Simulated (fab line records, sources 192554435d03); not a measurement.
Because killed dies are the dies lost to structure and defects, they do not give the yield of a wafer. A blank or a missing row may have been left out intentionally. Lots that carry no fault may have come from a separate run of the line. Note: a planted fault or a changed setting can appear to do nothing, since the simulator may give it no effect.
Which tool is to blame? :: flow n5 finfet :: 10 lots, 30 wafers sampled, at 7 steps of a route of 1938

== WHAT EACH GAUGE READ, for each wafer ==
N5_BEOL_M2_INSPECT_59: inspects for defects (darkfield). Usual: raw defect count at 70, with a standard deviation of 23.
lot: L358
measured: day 7 08:34
on: defect inspect-02
raw defect count: 69 92 94
flag: 

lot: L362
measured: day 8 08:47
on: defect inspect-02
raw defect count: 66 95 75
flag: 

lot: L363
measured: day 8 12:09
on: defect inspect-02
raw defect count: 54 41 55
flag: 

lot: L364
measured: day 8 13:47
on: defect inspect-01
raw defect count: 107 105 73
flag: 

lot: L365
measured: day 9 03:20
on: defect inspect-01
raw defect count: 49 24 72
flag: 

lot: L366
measured: day 9 12:19
on: defect inspect-02
raw defect count: 58 68 75
flag: 

lot: L368
measured: day 9 22:07
on: defect inspect-02
raw defect count: 49 72 51
flag: 

lot: L369
measured: day 10 00:49
on: defect inspect-01
raw defect count: 110 58 81
flag: 

lot: L372
measured: day 10 17:29
on: defect inspect-02
raw defect count: 319 367 356
flag: OFF

lot: L373
measured: day 11 12:31
on: defect inspect-02
raw defect count: 318 395 356
flag: OFF

N5_BEOL_M3_INSPECT_30: inspects for defects (brightfield). Usual: raw defect count at 396, with a standard deviation of 98.
lot: L358
measured: day 7 11:08
on: defect inspect-01
raw defect count: 580 745 576
flag: 

lot: L362
measured: day 8 10:31
on: defect inspect-02
raw defect count: 400 482 354
flag: 

lot: L363
measured: day 8 16:14
on: defect inspect-02
raw defect count: 254 343 351
flag: 

lot: L364
measured: day 8 16:33
on: defect inspect-02
raw defect count: 477 444 384
flag: 

lot: L365
measured: day 9 05:03
on: defect inspect-02
raw defect count: 334 277 308
flag: 

lot: L366
measured: day 9 16:14
on: defect inspect-02
raw defect count: 421 350 472
flag: 

lot: L368
measured: day 10 01:25
on: defect inspect-02
raw defect count: 475 374 493
flag: 

lot: L369
measured: day 10 03:55
on: defect inspect-01
raw defect count: 515 311 482
flag: 

lot: L372
measured: day 10 19:31
on: defect inspect-01
raw defect count: 522 577 554
flag: 

lot: L373
measured: day 11 15:19
on: defect inspect-01
raw defect count: 796 710 724
flag: OFF

N5_BEOL_M4_RC_MEAS_101. Usual: DIBL_N 36.4 mV/V, standard deviation 1.5; DIBL_P 36.6 mV/V, standard deviation 1.9; IOFF_N 0.155 nA/um, standard deviation 0.021; IOFF_P 0.211 nA/um, standard deviation 0.028; ION_N 671 uA/um, standard deviation 8.6; ION_P 462 uA/um, standard deviation 5.8; SS_N 71.5 mV/dec, standard deviation 0.5; SS_P 73.4 mV/dec, standard deviation 0.58; VT_N 250.1 mV, standard deviation 2.4; VT_P -250.1 mV, standard deviation 3.
lot: L358
measured: day 8 08:29
on: prober-01
DIBL_N (mV/V): 35.7 36.7 35.8
DIBL_P (mV/V): 35.7 36.6 35.5
IOFF_N (nA/um): 0.152 0.157 0.149
IOFF_P (nA/um): 0.207 0.215 0.198
ION_N (uA/um): 677 676 664
ION_P (uA/um): 464 468 460
SS_N (mV/dec): 71.3 71.8 71.7
SS_P (mV/dec): 73.3 73.8 74.5
VT_N (mV): 249.9 249.4 251.1
VT_P (mV): -250.3 -251.7 -249.5
flag: 

lot: L362
measured: day 8 22:37
on: prober-01
DIBL_N (mV/V): 34.9 34.0 33.9
DIBL_P (mV/V): 34.8 33.9 33.5
IOFF_N (nA/um): 0.137 0.129 0.126
IOFF_P (nA/um): 0.224 0.204 0.202
ION_N (uA/um): 657 661 660
ION_P (uA/um): 464 463 466
SS_N (mV/dec): 70.6 70.9 71.0
SS_P (mV/dec): 72.8 72.6 72.7
VT_N (mV): 254.1 256.0 249.6
VT_P (mV): -246.3 -251.0 -251.1
flag: 

lot: L363
measured: day 9 15:51
on: prober-02
DIBL_N (mV/V): 36.5 34.8 36.1
DIBL_P (mV/V): 36.7 33.9 36.1
IOFF_N (nA/um): 0.155 0.126 0.144
IOFF_P (nA/um): 0.208 0.179 0.205
ION_N (uA/um): 673 664 669
ION_P (uA/um): 460 459 462
SS_N (mV/dec): 71.6 71.2 71.3
SS_P (mV/dec): 73.4 72.0 73.7
VT_N (mV): 250.9 250.4 252.1
VT_P (mV): -250.0 -253.1 -252.4
flag: 

lot: L364
measured: day 9 16:14
on: prober-01
DIBL_N (mV/V): 37.1 36.5 36.7
DIBL_P (mV/V): 38.8 37.6 38.3
IOFF_N (nA/um): 0.171 0.168 0.163
IOFF_P (nA/um): 0.237 0.222 0.237
ION_N (uA/um): 675 674 675
ION_P (uA/um): 466 463 464
SS_N (mV/dec): 72.0 71.3 71.5
SS_P (mV/dec): 73.4 73.5 73.5
VT_N (mV): 248.3 247.9 249.0
VT_P (mV): -246.5 -247.4 -246.5
flag: 

lot: L365
measured: day 9 22:48
on: prober-01
DIBL_N (mV/V): 35.8 37.2 34.7
DIBL_P (mV/V): 36.1 38.0 35.6
IOFF_N (nA/um): 0.159 0.187 0.134
IOFF_P (nA/um): 0.205 0.236 0.195
ION_N (uA/um): 677 683 658
ION_P (uA/um): 461 462 456
SS_N (mV/dec): 71.3 71.7 70.5
SS_P (mV/dec): 73.3 73.5 73.3
VT_N (mV): 249.3 245.6 251.4
VT_P (mV): -251.5 -248.7 -252.2
flag: 

lot: L366
measured: day 10 08:18
on: prober-02
DIBL_N (mV/V): 37.3 36.9 38.4
DIBL_P (mV/V): 36.8 34.5 37.2
IOFF_N (nA/um): 0.157 0.142 0.170
IOFF_P (nA/um): 0.208 0.175 0.222
ION_N (uA/um): 676 670 679
ION_P (uA/um): 460 454 466
SS_N (mV/dec): 71.5 71.5 71.0
SS_P (mV/dec): 73.1 72.3 73.1
VT_N (mV): 250.6 249.8 250.6
VT_P (mV): -246.9 -251.8 -248.8
flag: 

lot: L368
measured: day 10 21:17
on: prober-02
DIBL_N (mV/V): 38.7 37.9 35.8
DIBL_P (mV/V): 38.5 37.2 34.8
IOFF_N (nA/um): 0.179 0.162 0.128
IOFF_P (nA/um): 0.225 0.197 0.170
ION_N (uA/um): 667 675 660
ION_P (uA/um): 459 458 449
SS_N (mV/dec): 71.6 72.3 71.3
SS_P (mV/dec): 74.1 73.1 73.0
VT_N (mV): 249.6 250.2 255.4
VT_P (mV): -251.0 -252.6 -253.6
flag: 

lot: L369
measured: day 10 20:49
on: prober-01
DIBL_N (mV/V): 34.5 38.3 37.3
DIBL_P (mV/V): 32.8 37.4 35.7
IOFF_N (nA/um): 0.128 0.196 0.183
IOFF_P (nA/um): 0.193 0.279 0.255
ION_N (uA/um): 666 681 686
ION_P (uA/um): 461 475 479
SS_N (mV/dec): 70.5 71.3 72.2
SS_P (mV/dec): 73.8 73.9 73.6
VT_N (mV): 250.2 242.4 245.2
VT_P (mV): -249.4 -240.7 -242.6
flag: 

lot: L372
measured: day 11 13:08
on: prober-02
DIBL_N (mV/V): 36.7 37.1 37.5
DIBL_P (mV/V): 36.3 36.5 38.4
IOFF_N (nA/um): 0.153 0.157 0.169
IOFF_P (nA/um): 0.211 0.212 0.252
ION_N (uA/um): 667 678 690
ION_P (uA/um): 461 467 474
SS_N (mV/dec): 71.8 71.4 71.5
SS_P (mV/dec): 73.5 73.0 74.4
VT_N (mV): 250.2 248.7 245.7
VT_P (mV): -251.3 -250.3 -248.6
flag: 

lot: L373
measured: day 12 09:46
on: prober-01
DIBL_N (mV/V): 37.7 37.2 38.2
DIBL_P (mV/V): 37.4 37.2 38.3
IOFF_N (nA/um): 0.158 0.149 0.169
IOFF_P (nA/um): 0.238 0.240 0.260
ION_N (uA/um): 669 665 671
ION_P (uA/um): 463 462 471
SS_N (mV/dec): 72.0 71.5 71.9
SS_P (mV/dec): 73.7 73.4 73.4
VT_N (mV): 249.9 249.9 249.4
VT_P (mV): -249.9 -250.2 -246.3
flag: 

== WHICH TOOL RAN EACH LOT (tool, then ch and the chambers of the sampled wafers, then the start) ==
lot: L358
N5_BEOL_M2_ANNEAL_82: pvd sputter-03, day 7 06:14
N5_BEOL_M2_ANNEAL_89: pvd sputter-03, day 7 06:41
N5_BEOL_M2_ANNEAL_95: pvd sputter-03, day 7 07:20
N5_BEOL_M2_PRE_CLEAN_60: cvd co-01 ch 0,1,2, day 7 08:19

lot: L362
N5_BEOL_M2_ANNEAL_82: pvd sputter-01, day 8 06:14
N5_BEOL_M2_ANNEAL_89: pvd sputter-01, day 8 06:46
N5_BEOL_M2_ANNEAL_95: pvd sputter-01, day 8 07:32
N5_BEOL_M2_PRE_CLEAN_60: cvd co-02 ch 0,1,2, day 8 08:32

lot: L363
N5_BEOL_M2_ANNEAL_82: pvd sputter-03, day 8 09:49
N5_BEOL_M2_ANNEAL_89: pvd sputter-03, day 8 10:16
N5_BEOL_M2_ANNEAL_95: pvd sputter-03, day 8 10:55
N5_BEOL_M2_PRE_CLEAN_60: cvd co-02 ch 0,1,2, day 8 11:54

lot: L364
N5_BEOL_M2_ANNEAL_82: pvd sputter-02, day 8 11:23
N5_BEOL_M2_ANNEAL_89: pvd sputter-02, day 8 11:50
N5_BEOL_M2_ANNEAL_95: pvd sputter-02, day 8 12:29
N5_BEOL_M2_PRE_CLEAN_60: cvd co-01 ch 0,2, day 8 13:32

lot: L365
N5_BEOL_M2_ANNEAL_82: pvd sputter-01, day 9 00:56
N5_BEOL_M2_ANNEAL_89: pvd sputter-01, day 9 01:22
N5_BEOL_M2_ANNEAL_95: pvd sputter-01, day 9 02:02
N5_BEOL_M2_PRE_CLEAN_60: cvd co-02 ch 0,1, day 9 03:05

lot: L366
N5_BEOL_M2_ANNEAL_82: pvd sputter-01, day 9 09:58
N5_BEOL_M2_ANNEAL_89: pvd sputter-01, day 9 10:25
N5_BEOL_M2_ANNEAL_95: pvd sputter-01, day 9 11:04
N5_BEOL_M2_PRE_CLEAN_60: cvd co-01 ch 0,2, day 9 12:02

lot: L368
N5_BEOL_M2_ANNEAL_82: pvd sputter-01, day 9 19:48
N5_BEOL_M2_ANNEAL_89: pvd sputter-01, day 9 20:14
N5_BEOL_M2_ANNEAL_95: pvd sputter-01, day 9 20:54
N5_BEOL_M2_PRE_CLEAN_60: cvd co-02 ch 0,2, day 9 21:52

lot: L369
N5_BEOL_M2_ANNEAL_82: pvd sputter-01, day 9 22:29
N5_BEOL_M2_ANNEAL_89: pvd sputter-01, day 9 22:55
N5_BEOL_M2_ANNEAL_95: pvd sputter-01, day 9 23:35
N5_BEOL_M2_PRE_CLEAN_60: cvd co-01 ch 1,2, day 10 00:34

lot: L372
N5_BEOL_M2_ANNEAL_82: pvd sputter-03, day 10 14:58
N5_BEOL_M2_ANNEAL_89: pvd sputter-03, day 10 15:24
N5_BEOL_M2_ANNEAL_95: pvd sputter-03, day 10 16:04
N5_BEOL_M2_PRE_CLEAN_60: cvd co-02 ch 0, day 10 17:11

lot: L373
N5_BEOL_M2_ANNEAL_82: pvd sputter-03, day 11 10:11
N5_BEOL_M2_ANNEAL_89: pvd sputter-03, day 11 10:38
N5_BEOL_M2_ANNEAL_95: pvd sputter-03, day 11 11:17
N5_BEOL_M2_PRE_CLEAN_60: cvd co-02 ch 0,1, day 11 12:16
- N5_BEOL_M2_ANNEAL_82: time 240 s.
- N5_BEOL_M2_ANNEAL_89: time 240 s.
- N5_BEOL_M2_ANNEAL_95: time 240 s.
- N5_BEOL_M2_PRE_CLEAN_60: time 15 s.

== AS READ BY THE TOOLS THEMSELVES (means over the sampled wafers that have a number; for cases with no such wafer, the mark the record gives instead) ==
N5_BEOL_M2_ANNEAL_82. Usual: heater power w at 865 W, with a standard deviation of 120.
lot: L358
tool: pvd sputter-03
heater power w (W): 933
flag: 

lot: L362
tool: pvd sputter-01
heater power w (W): 789
flag: 

lot: L363
tool: pvd sputter-03
heater power w (W): 924
flag: 

lot: L364
tool: pvd sputter-02
heater power w (W): 867
flag: 

lot: L365
tool: pvd sputter-01
heater power w (W): 858
flag: 

lot: L366
tool: pvd sputter-01
heater power w (W): 876
flag: 

lot: L368
tool: pvd sputter-01
heater power w (W): 829
flag: 

lot: L369
tool: pvd sputter-01
heater power w (W): 825
flag: 

lot: L372
tool: pvd sputter-03
heater power w (W): 895
flag: 

lot: L373
tool: pvd sputter-03
heater power w (W): 1058
flag: 

N5_BEOL_M2_ANNEAL_89. Usual: heater power w at 865 W, with a standard deviation of 120.
lot: L358
tool: pvd sputter-03
heater power w (W): 926
flag: 

lot: L362
tool: pvd sputter-01
heater power w (W): 794
flag: 

lot: L363
tool: pvd sputter-03
heater power w (W): 925
flag: 

lot: L364
tool: pvd sputter-02
heater power w (W): 854
flag: 

lot: L365
tool: pvd sputter-01
heater power w (W): 844
flag: 

lot: L366
tool: pvd sputter-01
heater power w (W): 876
flag: 

lot: L368
tool: pvd sputter-01
heater power w (W): 819
flag: 

lot: L369
tool: pvd sputter-01
heater power w (W): 821
flag: 

lot: L372
tool: pvd sputter-03
heater power w (W): 896
flag: 

lot: L373
tool: pvd sputter-03
heater power w (W): 1075
flag: 

N5_BEOL_M2_ANNEAL_95. Usual: heater power w at 864 W, with a standard deviation of 110.
lot: L358
tool: pvd sputter-03
heater power w (W): 922
flag: 

lot: L362
tool: pvd sputter-01
heater power w (W): 800
flag: 

lot: L363
tool: pvd sputter-03
heater power w (W): 929
flag: 

lot: L364
tool: pvd sputter-02
heater power w (W): 845
flag: 

lot: L365
tool: pvd sputter-01
heater power w (W): 857
flag: 

lot: L366
tool: pvd sputter-01
heater power w (W): 861
flag: 

lot: L368
tool: pvd sputter-01
heater power w (W): 829
flag: 

lot: L369
tool: pvd sputter-01
heater power w (W): 828
flag: 

lot: L372
tool: pvd sputter-03
heater power w (W): 893
flag: 

lot: L373
tool: pvd sputter-03
heater power w (W): 1062
flag: 

N5_BEOL_M2_PRE_CLEAN_60. Usual: heater power outer w 19 W, standard deviation 6; heater power w 78 W, standard deviation 16.
lot: L358
tool: cvd co-01
heater power outer w (W): 23
heater power w (W): 86
flag: 

lot: L362
tool: cvd co-02
heater power outer w (W): 16
heater power w (W): 71
flag: 

lot: L363
tool: cvd co-02
heater power outer w (W): 16
heater power w (W): 72
flag: 

lot: L364
tool: cvd co-01
heater power outer w (W): 21
heater power w (W): 73
flag: 

lot: L365
tool: cvd co-02
heater power outer w (W): 14
heater power w (W): 66
flag: 

lot: L366
tool: cvd co-01
heater power outer w (W): 21
heater power w (W): 74
flag: 

lot: L368
tool: cvd co-02
heater power outer w (W): 21
heater power w (W): 77
flag: 

lot: L369
tool: cvd co-01
heater power outer w (W): 23
heater power w (W): 89
flag: 

lot: L372
tool: cvd co-02
heater power outer w (W): 24
heater power w (W): 76
flag: 

lot: L373
tool: cvd co-02
heater power outer w (W): 14
heater power w (W): 66
flag: 

== THE ANSWER, worked out from the rows above alone ==
Rule: a lot counts as off when the mean over its wafers that have a number is more than 3 standard deviations away from the usual mean. Also off: a lot with no number at a reading for which 4 or more lots have one. The other lots that the step has rows for count as sound. After the gauges, taken in route order, come the tools' own readings; for these a lot's mean is taken, as printed above. At the first step where some lot is off, the reading lying furthest off is the one used; lots without a number count as furthest.
Off: L372, L373 (N5_BEOL_M2_INSPECT_59, raw defect count).
A tool fits if, at a process step before that reading, it ran every lot that is off, and no sound lot after the first of them. Gauges at N5_BEOL_M2_INSPECT_59: tried the same way as those tools. Can't be told from this: 3 tools fit, pvd sputter-03 at N5_BEOL_M2_ANNEAL_82 and N5_BEOL_M2_ANNEAL_89 and N5_BEOL_M2_ANNEAL_95, cvd co-02 at N5_BEOL_M2_PRE_CLEAN_60, defect inspect-02 at N5_BEOL_M2_INSPECT_59.

== WHAT THE SIMULATOR HAD PUT IN ==
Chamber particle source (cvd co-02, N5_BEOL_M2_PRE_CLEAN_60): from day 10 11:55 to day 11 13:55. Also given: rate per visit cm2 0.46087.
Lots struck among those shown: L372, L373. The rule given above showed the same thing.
